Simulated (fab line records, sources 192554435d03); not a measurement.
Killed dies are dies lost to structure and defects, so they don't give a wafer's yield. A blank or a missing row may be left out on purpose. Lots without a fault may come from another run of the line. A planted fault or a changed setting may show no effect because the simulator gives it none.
A struck lot beside a sound one | flow n5_finfet | 20 steps out of a route of 1938
Sound: wafers L999.1, L999.3, L999.4. Struck: wafer L101.5. (L101.2, L101.3 of the same lot were not struck and are left out.) The cause comes at the end.
At each step with rows: each side's tool, then ch and its chambers, then its first start. Under that, the readings that differ: sound wafers | struck wafers | difference of the means | sigmas: that difference in standard deviations of wafers without a fault.
alike: readings whose means differ by less than 2 such deviations, and words and numbers that are the same on both sides. not compared: withheld readings, readings that some wafer has no value for, bounds like >300 that may hide the same value, and numbers for which the record gives no deviation and whose values overlap.
The two part at a step that has a row with sigmas, a row that says differs or no value, or rows on one side only. Numbers that don't overlap but have no deviation are shown without sigmas and don't part them. A reading that every wafer of one side lacks parts them only if that side has two wafers or more.

first, 7 steps without rows for these wafers: N5_BEOL_M6_COAT_60 (time 60 s, resist thk 35 nm); N5_BEOL_M6_COAT_05 (resist thk 90 nm); N5_BEOL_M6_EBR_07; N5_BEOL_M6_SOFTBAKE_06 (time 60 s); N5_BEOL_M6_EXPOSE_08 (exposes mask M6); N5_BEOL_M6_PEB_09 (peb time 60 s); N5_BEOL_M6_DEVELOP_10 (develop time 30 s).
N5_BEOL_M6_CD_MEAS_11: target cd 38.5 nm.
  sound on cd_sem-03 ch 0, day 12 17:29; struck on cd_sem-01 ch 0, day 13 07:11
  alike: cd_nm
N5_BEOL_M6_OVL_MEAS_12:
  sound on overlay-02 ch 0, day 12 17:31; struck on overlay-01 ch 0, day 13 07:13
  alike: M6_OVL
N5_BEOL_M6_INSPECT_13: inspects for defects (brightfield).
  sound on defect_inspect-02, day 12 17:32; struck on defect_inspect-02, day 13 07:14
  alike: raw_defect_count
N5_BEOL_M6_DESCUM_16: chemistry O2, time 7.9 s.
  sound on rie_diel-05 ch 1,2,3, day 12 17:43; struck on rie_diel-01 ch 0, day 13 07:51
  alike: drypump_motor_current_A, oes_product_au, rf_fwd_power_W, rf_vpp_V, showerhead_plenum_p_Torr, throttle_valve_pct
  not compared: rf_hours_counter_h
N5_BEOL_M6_ETCH_61: etches SiARC in CF4, target depth 45.5 nm, time 75.8 s.
  sound on rie_diel-05 ch 1,2,3, day 12 17:45; struck on rie_diel-01 ch 0, day 13 07:53
  reading    | sound             | struck | difference | sigmas
  bias_w (W) | 36.08 36.11 36.12 | 35.85  | -0.25      | -2
  alike: drypump_motor_current_A, etch_rf_on_time_s, mfc_ar_sccm, oes_product_au, rf_fwd_power_W, rf_vpp_V, showerhead_plenum_p_Torr, throttle_valve_pct
  not compared: rf_hours_counter_h
N5_BEOL_M6_ETCH_62: etches SOC in N2/H2, target depth 110 nm, overetch 22 nm, time 165 s.
  sound on rie_diel-05 ch 1,2,3, day 12 17:49; struck on rie_diel-01 ch 0, day 13 07:56
  reading                                    | sound        | struck | difference | sigmas
  model.SiARC_of_BEOL_M6_COAT_60.thk_nm (nm) | 28.2 28.6 28 | 25     | -3         |
  alike: bias_w, drypump_motor_current_A, oes_product_au, rf_fwd_power_W, rf_vpp_V, showerhead_plenum_p_Torr, throttle_valve_pct
  not compared: rf_hours_counter_h
then, 1 step without rows for these wafers: N5_BEOL_M6_STRIP_68 (strips in N2/H2).
N5_BEOL_M6_STRIP_67: strips in CF4.
  sound on rie_diel-05 ch 1,2,3, day 12 17:58; struck on rie_diel-01 ch 0, day 13 08:05
  alike: drypump_motor_current_A, oes_product_au, rf_vpp_V, showerhead_plenum_p_Torr, throttle_valve_pct
  not compared: rf_hours_counter_h
N5_BEOL_M6_HM_OPEN_17: chemistry Cl2/BCl3, target TiN, target depth 20 nm, overetch 6 nm.
  sound on rie_metal-02 ch 0,1, day 12 18:00; struck on rie_metal-01 ch 1, day 13 09:19
  alike: bias_w, drypump_motor_current_A, mfc_ar_sccm, oes_ar_750_au, oes_product_au, rf_fwd_power_W, throttle_valve_pct
  not compared: rf_hours_counter_h
N5_BEOL_M6_STRIP_19: strips in O2.
  sound on rie_diel-01 ch 2,3, day 12 18:13; struck on rie_diel-05 ch 1, day 13 09:31
  reading                         | sound          | struck | difference | sigmas
  oes_product_au (a.u.)           | 0.72 0.71 0.70 | 0.86   | +0.15      | +2
  showerhead_plenum_p_Torr (Torr) | 2.09 2.06 2.06 | 2.22   | +0.15      | +2
  alike: drypump_motor_current_A, rf_vpp_V, throttle_valve_pct
  not compared: rf_hours_counter_h
N5_BEOL_M6_CD_MEAS_18: pitch 80 nm, target cd 40 nm.
  sound on cd_sem-03, day 12 18:17; struck on cd_sem-01, day 13 09:35
  reading    | sound          | struck | difference | sigmas
  cd_nm (nm) | 41.2 40.9 40.7 | 43.7   | +2.8       | +3
then, 1 step without rows for these wafers: N5_BEOL_M6_COAT_63 (time 60 s, resist thk 60 nm).
-- the record jumps here: 4 days lie between the struck wafers' starts before and after (it left off in module BEOL_M6 and takes up again in module PASSIVATION, whose first step shown is number 1936 of the route) --
N5_PASSIVATION_PROBE_49:
  the record has rows for the struck wafers here (prober-02, day 17 07:35) and none for the sound ones

WHERE THEY PART
First at N5_BEOL_M6_ETCH_61; last, within this record, at N5_PASSIVATION_PROBE_49.

WHY: what the simulator had put in
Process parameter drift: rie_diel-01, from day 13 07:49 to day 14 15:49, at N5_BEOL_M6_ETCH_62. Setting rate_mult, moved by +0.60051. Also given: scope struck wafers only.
